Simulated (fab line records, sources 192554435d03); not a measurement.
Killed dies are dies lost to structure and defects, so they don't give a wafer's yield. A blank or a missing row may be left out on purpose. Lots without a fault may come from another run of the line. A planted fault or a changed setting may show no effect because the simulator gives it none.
A struck lot beside a sound one | flow n5_finfet | 15 steps out of a route of 1938
Sound: wafers L475.2, L475.4, L475.6. Struck: wafer L489.4. (L489.3 of the same lot was not struck and is left out.) The cause comes at the end.
At each step with rows: each side's tool, then ch and its chambers, then its first start. Under that, the readings that differ: sound wafers | struck wafers | difference of the means | sigmas: that difference in standard deviations of wafers without a fault.
alike: readings whose means differ by less than 2 such deviations, and words and numbers that are the same on both sides. not compared: withheld readings, readings that some wafer has no value for, bounds like >300 that may hide the same value, and numbers for which the record gives no deviation and whose values overlap.
The two part at a step that has a row with sigmas, a row that says differs or no value, or rows on one side only. Numbers that don't overlap but have no deviation are shown without sigmas and don't part them. A reading that every wafer of one side lacks parts them only if that side has two wafers or more.

N5_HKMG_FIN_STRIP_60: strips in N2/H2, time 360 s.
  sound on plasma_asher-01 ch 0,1, day 5 05:25; struck on plasma_asher-01 ch 0, day 8 18:14
  alike: drypump_motor_current_A, heater_power_w, n2_flow_sccm, temp_c
  not compared: rf_hours_counter_h
then, 2 steps without rows for these wafers: N5_HKMG_FIN_WET_ETCH_77 (etches La2O3 in dHCl, stops on HfO2, target depth 2 nm); N5_HKMG_FIN_WET_ETCH_78 (etches Al2O3 in dNH4OH, stops on La2O3, target depth 4.5 nm, rinse time 30 s).
N5_HKMG_FIN_ALD_79: deposits TiN, target thk 1.5 nm, pulse time 1 s, purge time 3 s.
  sound on ald_metal-04 ch 0,3, day 5 05:55; struck on ald_metal-01 ch 0, day 8 18:37
  alike: heater_power_w, precursor_pulse_height_rel
  not compared: ald_cycles
N5_HKMG_FIN_CVD_62: deposits a-Si from Si2H6, target thk 3 nm, time 20.8 s.
  sound on thermal_cvd_si-02 ch 0,1,2, day 5 06:16; struck on thermal_cvd_si-02 ch 1, day 8 18:59
  alike: heater_power_w
then, 5 steps without rows for these wafers: N5_HKMG_FIN_RTA_80 (time 2 s); N5_HKMG_FIN_PRECLEAN_64 (cleans in dHF, time 30 s); N5_HKMG_FIN_WET_ETCH_65 (etches a-Si in TMAH, stops on TiN, time 49 s, target depth 3 nm); N5_HKMG_FIN_WET_ETCH_81 (etches TiN in SC1, stops on HfO2, time 57 s, target depth 6 nm); N5_HKMG_FIN_WET_ETCH_82 (etches La2O3 in dHCl, stops on HfO2, target depth 2 nm, rinse time 30 s).
N5_HKMG_FIN_ALD_36: deposits TiN, target thk 1 nm, pulse time 1 s, purge time 3 s.
  sound on ald_metal-01 ch 0,1,3, day 5 06:46; struck on ald_metal-02 ch 0, day 8 19:23
  alike: heater_power_w, precursor_pulse_height_rel
  not compared: ald_cycles
N5_HKMG_FIN_THK_MEAS_70: measures by xrf.
  sound on film_metro-02, day 5 07:02; struck on film_metro-02, day 8 19:40
  alike: HK_THK
N5_HKMG_FIN_PWFM_ALD_03: deposits TiN, target thk 2 nm, pulse time 1 s, purge time 3 s.
  sound on ald_metal-02 ch 0,3, day 5 07:05; struck on ald_metal-04 ch 2, day 8 19:42
  reading                    | sound             | struck | difference | sigmas
  ald_cycles                 | 91 91 91          | 85     | -6         |
  precursor_pulse_height_rel | 1.042 1.009 0.995 | 1.060  | +0.045     | +2
  alike: heater_power_w
then, 1 step without rows for these wafers: N5_HKMG_FIN_COAT_29 (time 60 s, resist thk 300 nm).
N5_PASSIVATION_PROBE_49:
  the record has rows for the sound wafers here (prober-02, day 13 06:26) and none for the struck ones

WHERE THEY PART
First at N5_HKMG_FIN_PWFM_ALD_03; last, within this record, at N5_PASSIVATION_PROBE_49.

WHY: what the simulator had put in
Process parameter drift: ald_metal-04, from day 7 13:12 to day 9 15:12, at N5_HKMG_FIN_PWFM_ALD_03. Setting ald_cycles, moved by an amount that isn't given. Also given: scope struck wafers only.
